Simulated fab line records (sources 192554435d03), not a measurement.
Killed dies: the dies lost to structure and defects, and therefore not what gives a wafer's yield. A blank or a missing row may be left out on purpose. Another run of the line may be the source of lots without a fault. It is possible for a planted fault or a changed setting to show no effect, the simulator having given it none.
fab line records | flow n5_finfet | part 1 of 2: steps 1 to 4 of 6
record: lots: 24 wafers: 72 last_day: 20
route steps=1938 shown BEOL_M6@1238 BEOL_M7@1267
lots that met no fault: from a run of the same line without faults
start_h: hours from the record's first day to the start of the lot's first wafer shown | wait_h: hours from the lot's prior step to this one | " identical to the entry in the row above | L1.1+2: a single row standing in for several wafers | - either no value or no given start | * or withheld: withheld | < > ~ a bound
route shown NAME@n: names a module that has steps shown in the file, with the first one's number in the route | usual: mean/standard deviation of fault-free wafers | same: alike in all rows | chamber/n: place in a boat | sites: the reading at each site | _std_site: the values' standard deviation | _edge_site: inner sites' mean taken away from outer sites' mean | radius_mm: how far each site lies from the wafer's centre | mask NAME#n: copy n | behind: the most recent tool/chamber to have shaped the wafer | hold: reason for holding the lot/hours on hold/outcome of the hold | device: which transistor (n, p or np) failed to switch | end of line: tests run on the same wafers once the route is complete | for a step that has no rows: nothing shown but its recipe | killed: dies lost to structure and defects at the first sort, not the wafer's yield | map: a wafer's dies, marking killed ones x, the rest . and places with no die _
set.NAME: the setting the step ran with; set.NAME@STEP: the setting that earlier step ran with | model.NAME: the simulator's own value behind a step, which no gauge read
the route's steps for a sample of lots (tables are steps, rows are wafers)
services: a tool's chamber out of use, with start hour (start_h, from the record's first day; less than 0 if before it), hours out, and reason
== steps ==
step: N5_BEOL_M6_STRIP_36
recipe: chemistry: N2/H2 power_w: 450 temp_c: 40 pressure_mtorr: 20 rf_frequency_hz: 6e+07 overash_fraction: 0.3 bias_power_w: 7 h2_frac: 0.5 n2_flow_sccm: 200 h2_flow_sccm: 200
usual: drypump_motor_current_A: 5.6/0.38 oes_product_au: 0.82/0.082 rf_vpp_V: 59.4/1.5 showerhead_plenum_p_Torr: 2.58/0.062 throttle_valve_pct: 23.3/0.35
columns lot.wafer tool chamber start_h wait_h drypump_motor_current_A oes_product_au rf_hours_counter_h rf_vpp_V showerhead_plenum_p_Torr throttle_valve_pct
L074.2 rie_diel-06 1 211.30 0.0 5.6 0.80 95 59.6 2.55 23.6
L074.4 " 0 " " 5.2 0.94 - 57.6 2.57 22.6
L074.6 " 3 " " 4.9 0.70 - 60.5 2.40 23.3
L075.2 rie_diel-04 2 214.22 0.0 6.0 0.73 212 59.5 2.50 23.8
L075.4 " 1 " " 6.2 0.72 209 57.9 2.62 23.8
L075.5 " 1 " " 6.2 0.72 - 59.2 2.62 23.8
L076.3 rie_diel-04 1 219.51 0.0 6.2 0.71 212 60.7 2.62 23.8
L076.4 " 2 " " 5.9 0.72 214 60.3 2.50 23.8
L076.5 " 3 " " 5.5 0.89 - 59.4 2.57 23.0
L078.1 rie_diel-01 2 234.43 0.0 5.9 0.80 84 58.9 2.68 23.3
L078.4 " 1 " " 5.3 0.70 227 59.6 2.60 23.7
L078.5 " 1 " " 5.3 0.71 - 57.2 2.60 23.7
L077.1 rie_diel-06 3 244.00 0.0 4.9 0.70 229 60.3 2.40 23.3
L077.5 " 1 " " 5.6 0.79 - 57.9 2.55 23.6
L077.6 " 2 " " 5.6 0.94 - 58.3 2.60 23.3
L079.1 rie_diel-04 2 260.34 0.0 5.9 0.70 228 61.4 2.49 23.8
L079.2 " 3 " " 5.5 0.86 37 59.0 2.57 23.0
L079.3 " 0 " " 6.1 0.88 53 58.0 2.58 23.3
L080.1 rie_diel-01 2 260.74 0.0 6.0 0.79 93 58.3 2.68 23.3
L080.2 " 3 " " 5.3 0.86 57 57.6 2.57 23.3
L080.4 " 0 " " 5.9 0.85 49 62.2 2.68 23.1
L081.2 rie_diel-04 1 264.22 0.0 6.2 0.70 226 58.8 2.61 23.8
L081.3 " 0 " " 6.1 0.89 54 56.1 2.58 23.3
L081.4 " 3 " " 5.5 0.86 39 59.7 2.57 23.0
L082.3 rie_diel-04 0 268.92 0.0 6.1 0.89 55 59.6 2.58 23.3
L082.5 " 2 " " 5.9 0.70 - 60.6 2.49 23.8
L082.6 " 3 " " 5.5 0.85 - 59.2 2.57 23.0
L083.1 rie_diel-06 1 294.12 0.0 5.6 0.79 121 56.2 2.54 23.6
L083.3 " 3 " " 4.9 0.68 247 56.6 2.39 23.3
L083.5 " 2 " " 5.6 0.90 - 60.0 2.60 23.4
L084.3 rie_diel-06 0 306.13 0.0 5.2 0.86 48 56.5 2.56 22.7
L084.5 " 0 " " 5.2 0.87 - 60.9 2.56 22.7
L084.6 " 1 " " 5.6 0.77 - 59.4 2.54 23.6
L085.3 rie_diel-06 0 309.96 0.0 5.2 0.87 49 60.5 2.56 22.6
L085.4 " 0 " " 5.2 0.87 - 60.1 2.56 22.7
L085.6 " 1 " " 5.5 0.76 - 58.5 2.54 23.6
L086.2 rie_diel-06 0 316.02 0.0 5.2 0.88 52 60.0 2.56 22.7
L086.3 " 2 " " 5.6 0.89 38 57.7 2.59 23.4
L086.5 " 0 " " 5.2 0.87 - 57.6 2.56 22.7
L088.1 rie_diel-01 2 316.57 0.0 5.9 0.76 111 58.6 2.67 23.3
L088.3 " 0 " " 5.9 0.83 68 60.8 2.68 23.1
L088.6 " 0 " " 5.9 0.83 - 62.1 2.68 23.2
L087.1 rie_diel-06 2 321.47 0.0 5.6 0.87 40 59.7 2.59 23.4
L087.2 " 3 " " 4.9 0.99 0 59.3 2.71 23.1
L087.5 " 2 " " 5.6 0.87 - 59.7 2.59 23.4
L089.2 rie_diel-06 0 325.85 0.0 5.2 0.86 55 59.7 2.56 22.7
L089.3 " 3 " " 4.9 0.96 1 59.3 2.70 23.1
L089.5 " 0 " " 5.2 0.87 - 61.6 2.55 22.7
L090.4 rie_diel-04 2 326.07 0.0 5.9 0.69 248 58.5 2.48 23.8
L090.5 " 2 " " 5.9 0.70 - 57.8 2.48 23.8
L090.6 " 3 " " 5.5 0.84 - 59.5 2.56 23.0
L092.3 rie_diel-04 0 329.49 0.0 6.1 0.87 74 60.3 2.57 23.3
L092.4 " 1 " " 6.3 0.69 245 62.3 2.60 23.9
L092.5 " 0 " " 6.1 0.87 - 60.4 2.57 23.3
L094.1 rie_diel-06 1 340.01 0.0 5.6 0.77 136 59.3 2.53 23.7
L094.2 " 2 " " 5.6 0.85 47 57.2 2.59 23.4
L094.6 " 3 " " 4.9 0.93 - 60.9 2.70 23.1
L091.2 rie_diel-01 0 342.13 0.0 5.9 0.82 78 59.5 2.67 23.1
L091.4 " 3 " " 5.3 0.82 86 59.9 2.56 23.4
L091.6 " 1 " " 5.3 1.01 - 57.8 2.59 23.4
L095.2 rie_diel-04 1 346.01 0.0 6.2 0.68 248 58.6 2.60 23.9
L095.3 " 3 " " 5.5 0.83 65 58.7 2.56 23.0
L095.6 " 3 " " 5.5 0.82 - 58.7 2.55 23.0
L096.1 rie_diel-06 3 350.21 0.0 4.9 0.94 10 60.2 2.70 23.1
L096.2 " 2 " " 5.6 0.84 51 59.3 2.59 23.4
L096.4 " 0 " " 5.2 0.85 63 56.0 2.55 22.7
L093.1 rie_diel-04 0 350.55 0.0 6.1 0.85 81 59.5 2.57 23.3
L093.2 " 1 " " 6.3 0.68 250 58.7 2.60 23.9
L093.6 " 3 " " 5.5 0.83 - 58.6 2.55 23.0
L097.1 rie_diel-06 2 382.29 0.0 5.6 0.86 63 59.7 2.58 23.4
L097.2 " 3 " " 4.9 0.91 23 58.2 2.70 23.1
L097.4 " 0 " " 5.2 0.85 75 61.8 2.55 22.7
step: N5_BEOL_M6_DEP_56
recipe: material: SiCN target_thk_a: 100 temp_c: withheld precursor: 3MS/NH3 pressure_torr: 3 rf_w: 202 time_s: 17.5
usual: chamber_pressure_Torr: 3.001/0.0063 showerhead_plenum_p_Torr: 3.661/0.012 throttle_valve_pct: 9.1/0.53
columns lot.wafer tool chamber start_h wait_h chamber_pressure_Torr showerhead_plenum_p_Torr throttle_valve_pct
L074.2 pecvd-04 0 213.48 0.0 3.005 3.655 9.2
L074.4 " 0 " " 3.007 3.667 9.2
L074.6 " 1 " " 3.006 3.656 10.3
L075.2 pecvd-02 1 216.72 0.0 3.004 3.661 9.4
L075.4 " 1 " " 3.000 3.651 8.9
L075.5 " 1 " " 3.007 3.660 9.2
L076.3 pecvd-01 0 224.00 0.0 3.002 3.660 9.5
L076.4 " 2 " " 2.995 3.671 8.4
L076.5 " 0 " " 3.014 3.656 9.7
L078.1 pecvd-02 1 237.87 0.1 3.006 3.652 9.0
L078.4 " 1 " " 2.995 3.661 9.0
L078.5 " 1 " " 2.994 3.667 9.0
L077.1 pecvd-04 1 246.70 0.0 3.005 3.656 9.9
L077.5 " 2 " " 2.985 3.639 8.1
L077.6 " 0 " " 3.005 3.660 9.2
L079.1 pecvd-01 2 263.70 0.0 2.996 3.668 8.6
L079.2 " 1 " " 2.992 3.661 9.2
L079.3 " 0 " " 3.006 3.650 9.4
L080.1 pecvd-04 2 263.92 0.0 2.995 3.645 8.7
L080.2 " 1 " " 3.001 3.659 10.0
L080.4 " 1 " " 3.002 3.663 9.9
L081.2 pecvd-02 2 268.27 0.0 3.000 3.659 8.4
L081.3 " 1 " " 3.007 3.658 9.0
L081.4 " 0 " " 3.002 3.687 9.8
L082.3 pecvd-02 2 271.30 0.0 3.008 3.654 8.3
L082.5 " 2 " " 2.997 3.648 8.4
L082.6 " 0 " " 3.015 3.672 9.7
L083.1 pecvd-01 1 297.84 0.0 2.990 3.663 9.2
L083.3 " 0 " " 3.003 3.652 9.4
L083.5 " 2 " " 3.002 3.673 8.7
L084.3 pecvd-02 2 310.45 0.0 3.007 3.652 8.5
L084.5 " 2 " " 3.002 3.660 8.2
L084.6 " 1 " " 3.004 3.655 9.0
L085.3 pecvd-02 2 313.70 0.0 3.009 3.662 8.3
L085.4 " 2 " " 3.005 3.650 8.4
L085.6 " 1 " " 2.996 3.649 9.3
L086.2 pecvd-01 2 319.28 0.0 2.998 3.676 8.5
L086.3 " 1 " " 2.996 3.660 9.3
L086.5 " 1 " " 2.996 3.660 9.2
L088.1 pecvd-02 2 319.37 0.0 2.997 3.657 8.6
L088.3 " 0 " " 2.997 3.680 9.6
L088.6 " 1 " " 3.000 3.658 9.4
L087.1 pecvd-01 2 324.17 0.0 3.006 3.669 8.4
L087.2 " 0 " " 3.002 3.648 9.5
L087.5 " 0 " " 2.998 3.647 9.4
L089.2 pecvd-04 2 329.77 0.0 2.985 3.645 8.7
L089.3 " 0 " " 2.990 3.666 9.3
L089.5 " 0 " " 2.997 3.657 9.3
L090.4 pecvd-04 0 331.01 0.0 2.998 3.670 9.1
L090.5 " 2 " " 2.997 3.644 8.4
L090.6 " 1 " " 3.001 3.664 10.2
L092.3 pecvd-01 0 333.76 0.0 3.002 3.654 9.4
L092.4 " 1 " " 3.003 3.652 9.2
L092.5 " 2 " " 2.995 3.680 8.6
L094.1 pecvd-01 1 343.29 0.0 2.996 3.659 9.0
L094.2 " 2 " " 3.008 3.667 8.5
L094.6 " 0 " " 3.010 3.653 9.4
L091.2 pecvd-02 1 345.71 0.0 3.002 3.655 8.9
L091.4 " 1 " " 2.999 3.667 9.1
L091.6 " 0 " " 3.009 3.679 9.9
L095.2 pecvd-02 2 348.45 0.0 3.001 3.655 8.3
L095.3 " 1 " " 3.003 3.655 9.3
L095.6 " 0 " " 3.002 3.674 9.8
L096.1 pecvd-02 2 353.60 0.0 3.002 3.654 8.5
L096.2 " 0 " " 2.998 3.685 9.6
L096.4 " 2 " " 2.998 3.655 8.3
L093.1 pecvd-02 1 354.33 0.0 3.011 3.650 9.1
L093.2 " 2 " " 3.011 3.658 8.5
L093.6 " 1 " " 3.016 3.662 9.2
L097.1 pecvd-01 2 385.01 0.0 3.002 3.676 8.8
L097.2 " 0 " " 3.001 3.653 9.3
L097.4 " 0 " " 2.996 3.637 9.1
step: N5_BEOL_M7_HM_DEP_02
recipe: material: TiN target_thk_a: 200 temp_c: 25 chamber_pressure_pa: 0.49996
usual: throttle_valve_pct: 29.8/0.77
columns lot.wafer tool chamber start_h wait_h throttle_valve_pct
L074.2 pvd_sputter-02 - 214.78 0.1 28.8
L074.4 " - " " 30.0
L074.6 " - " " 29.1
L075.2 pvd_sputter-03 - 218.90 1.4 29.3
L075.4 " - " " 30.5
L075.5 " - " " 29.1
L076.3 pvd_sputter-03 - 225.62 0.8 30.6
L076.4 " - " " 29.2
L076.5 " - " " 29.8
L078.1 pvd_sputter-02 - 240.18 1.0 29.2
L078.4 " - " " 29.7
L078.5 " - " " 29.7
L077.1 pvd_sputter-01 - 248.81 1.3 30.0
L077.5 " - " " 30.8
L077.6 " - " " 28.4
L079.1 pvd_sputter-02 - 264.52 0.1 30.2
L079.2 " - " " 29.7
L079.3 " - " " 28.9
L080.1 pvd_sputter-02 - 264.72 0.0 29.7
L080.2 " - " " 29.9
L080.4 " - " " 29.2
L081.2 pvd_sputter-02 - 269.07 0.0 29.1
L081.3 " - " " 29.8
L081.4 " - " " 30.1
L082.3 pvd_sputter-03 - 272.95 0.9 29.9
L082.5 " - " " 30.7
L082.6 " - " " 29.7
L083.1 pvd_sputter-01 - 300.12 1.5 28.1
L083.3 " - " " 29.7
L083.5 " - " " 30.1
L084.3 pvd_sputter-03 - 312.80 1.6 29.0
L084.5 " - " " 30.8
L084.6 " - " " 29.2
L085.3 pvd_sputter-03 - 315.97 1.5 29.4
L085.4 " - " " 29.7
L085.6 " - " " 29.3
L086.2 pvd_sputter-01 - 321.44 1.4 31.1
L086.3 " - " " 30.0
L086.5 " - " " 28.3
L088.1 pvd_sputter-01 - 321.54 1.4 30.0
L088.3 " - " " 30.0
L088.6 " - " " 29.8
L087.1 pvd_sputter-03 - 326.63 1.2 29.4
L087.2 " - " " 29.1
L087.5 " - " " 30.0
L089.2 pvd_sputter-02 - 330.59 0.1 29.7
L089.3 " - " " 30.2
L089.5 " - " " 29.6
L090.4 pvd_sputter-03 - 335.24 3.5 30.5
L090.5 " - " " 29.5
L090.6 " - " " 28.9
L092.3 pvd_sputter-01 - 335.89 1.4 28.1
L092.4 " - " " 31.2
L092.5 " - " " 30.2
L094.1 pvd_sputter-03 - 345.22 1.2 29.3
L094.2 " - " " 29.0
L094.6 " - " " 30.0
L091.2 pvd_sputter-03 - 346.61 0.1 30.0
L091.4 " - " " 29.3
L091.6 " - " " 29.2
L095.2 pvd_sputter-01 - 350.49 0.3 30.0
L095.3 " - " " 31.0
L095.6 " - " " 28.2
L096.1 pvd_sputter-03 - 357.47 3.1 30.7
L096.2 " - " " 29.3
L096.4 " - " " 29.5
L093.1 pvd_sputter-01 - 357.65 2.5 31.6
L093.2 " - " " 30.1
L093.6 " - " " 28.3
L097.1 pvd_sputter-01 - 385.93 0.1 30.2
L097.2 " - " " 31.2
L097.4 " - " " 28.3
step: N5_BEOL_M7_STRIP_19
recipe: chemistry: O2 power_w: 400 temp_c: 40 pressure_mtorr: 30 rf_frequency_hz: 6e+07 bias_power_w: 0 overash_fraction: 0.2 o2_flow_sccm: 225
usual: drypump_motor_current_A: 5.6/0.48 oes_product_au: 0.81/0.1 rf_vpp_V: 3.6/0.61 showerhead_plenum_p_Torr: 2.11/0.079 throttle_valve_pct: 16.52/0.24
columns lot.wafer tool chamber start_h wait_h drypump_motor_current_A oes_product_au rf_hours_counter_h rf_vpp_V showerhead_plenum_p_Torr throttle_valve_pct
L074.2 rie_diel-02 3 215.92 0.2 6.0 0.72 198 3.5 1.99 16.71
L074.4 " 2 " " 5.6 0.74 195 3.7 2.18 16.60
L074.6 " 2 " " 5.6 0.73 - 3.4 2.18 16.59
L075.2 rie_diel-02 1 220.03 0.1 6.5 0.77 137 3.6 2.02 16.80
L075.4 " 0 " " 5.0 0.68 245 2.7 2.16 16.56
L075.5 " 1 " " 6.5 0.77 - 4.0 2.02 16.81
L076.3 rie_diel-02 0 226.59 0.1 5.0 0.68 247 4.8 2.16 16.56
L076.4 " 3 " " 6.0 0.72 201 3.1 1.99 16.72
L076.5 " 1 " " 6.5 0.76 - 3.5 2.02 16.81
L078.1 rie_diel-05 3 241.37 0.1 4.9 0.68 242 3.4 2.15 16.73
L078.4 " 2 " " 5.6 1.02 0 4.3 2.26 16.47
L078.5 " 1 " " 5.5 0.85 - 3.7 2.20 16.39
L077.1 rie_diel-02 2 250.04 0.2 5.6 0.72 212 4.1 2.17 16.65
L077.5 " 3 " " 6.0 0.70 - 3.5 1.99 16.74
L077.6 " 2 " " 5.6 0.71 - 3.8 2.17 16.64
L079.1 rie_diel-02 2 265.52 0.1 5.5 0.72 217 4.6 2.17 16.64
L079.2 " 0 " " 5.0 0.99 3 3.7 2.15 16.03
L079.3 " 1 " " 6.4 0.75 154 5.1 2.01 16.82
L080.1 rie_diel-03 0 265.70 0.1 5.1 0.71 221 3.3 2.15 16.71
L080.2 " 2 " " 5.6 0.99 3 3.3 2.13 16.15
L080.4 " 3 " " 5.2 0.81 79 2.7 2.11 16.40
L081.2 rie_diel-02 2 270.10 0.1 5.6 0.71 218 4.2 2.17 16.66
L081.3 " 0 " " 5.0 0.96 4 3.5 2.15 16.04
L081.4 " 3 " " 6.0 0.70 220 3.4 1.98 16.73
L082.3 rie_diel-05 2 274.05 0.1 5.5 0.97 11 2.9 2.26 16.53
L082.5 " 1 " " 5.4 0.83 - 4.4 2.20 16.36
L082.6 " 2 " " 5.6 0.97 - 3.5 2.26 16.50
L083.1 rie_diel-02 2 301.11 0.1 5.6 0.70 227 4.3 2.17 16.67
L083.3 " 1 " " 6.4 0.72 165 2.9 2.01 16.86
L083.5 " 2 " " 5.6 0.72 - 3.3 2.17 16.65
L084.3 rie_diel-05 1 314.04 0.1 5.4 0.81 94 2.9 2.20 16.40
L084.5 " 1 " " 5.5 0.81 - 3.0 2.20 16.41
L084.6 " 2 " " 5.6 0.94 - 4.0 2.26 16.53
L085.3 rie_diel-03 0 316.84 0.1 5.1 0.69 236 3.4 2.14 16.74
L085.4 " 2 " " 5.6 0.92 18 3.5 2.13 16.19
L085.6 " 2 " " 5.7 0.93 - 4.0 2.13 16.18
L086.2 rie_diel-03 3 322.45 0.1 5.2 0.77 95 3.7 2.10 16.44
L086.3 " 2 " " 5.6 0.92 21 3.0 2.13 16.19
L086.5 " 3 " " 5.2 0.78 - 3.5 2.10 16.44
L088.1 rie_diel-05 0 322.61 0.1 5.6 0.90 35 3.0 2.07 16.69
L088.3 " 1 " " 5.4 0.80 95 4.3 2.20 16.42
L088.6 " 2 " " 5.6 0.93 - 2.8 2.25 16.53
L087.1 rie_diel-03 0 327.61 0.1 5.1 0.69 240 4.3 2.14 16.75
L087.2 " 3 " " 5.2 0.78 97 2.7 2.10 16.45
L087.5 " 3 " " 5.1 0.78 - 3.8 2.10 16.45
L089.2 rie_diel-05 3 331.44 0.1 4.9 0.95 9 3.4 2.14 16.34
L089.3 " 0 " " 5.6 0.90 37 3.4 2.07 16.68
L089.5 " 0 " " 5.6 0.89 - 4.7 2.07 16.68
L090.4 rie_diel-02 3 336.09 0.1 6.0 0.69 238 2.8 1.98 16.78
L090.5 " 0 " " 5.0 0.92 - 3.0 2.15 16.07
L090.6 " 3 " " 6.0 0.69 - 2.9 1.98 16.78
L092.3 rie_diel-03 1 337.14 0.1 6.3 0.86 40 3.2 2.04 16.18
L092.4 " 1 " " 6.3 0.88 - 3.5 2.04 16.20
L092.5 " 3 " " 5.2 0.78 - 3.5 2.10 16.43
L094.1 rie_diel-03 3 346.21 0.1 5.2 0.78 103 3.9 2.10 16.45
L094.2 " 1 " " 6.4 0.86 43 4.8 2.04 16.20
L094.6 " 0 " " 5.1 0.69 - 4.2 2.14 16.75
L091.2 rie_diel-02 0 347.64 0.1 5.0 0.90 22 4.5 2.15 16.06
L091.4 " 3 " " 6.0 0.68 243 5.1 1.98 16.79
L091.6 " 2 " " 5.5 0.69 - 4.2 2.16 16.69
L095.2 rie_diel-05 0 351.59 0.1 5.5 0.89 41 3.3 2.07 16.67
L095.3 " 1 " " 5.4 0.80 101 3.3 2.19 16.45
L095.6 " 3 " " 4.9 0.95 - 3.2 2.14 16.35
L096.1 rie_diel-03 2 358.57 0.2 5.6 0.92 26 3.0 2.12 16.19
L096.2 " 1 " " 6.3 0.86 48 3.6 2.04 16.20
L096.4 " 2 " " 5.7 0.91 - 3.2 2.12 16.22
L093.1 rie_diel-05 3 358.74 0.1 4.9 0.94 14 2.7 2.14 16.32
L093.2 " 2 " " 5.6 0.91 31 3.3 2.25 16.54
L093.6 " 2 " " 5.6 0.91 - 3.3 2.25 16.56
L097.1 rie_diel-02 1 386.94 0.1 6.4 0.71 192 3.2 2.00 16.91
L097.2 " 2 " " 5.6 0.69 255 3.3 2.16 16.72
L097.4 " 0 " " 5.0 0.91 - 3.1 2.15 16.08
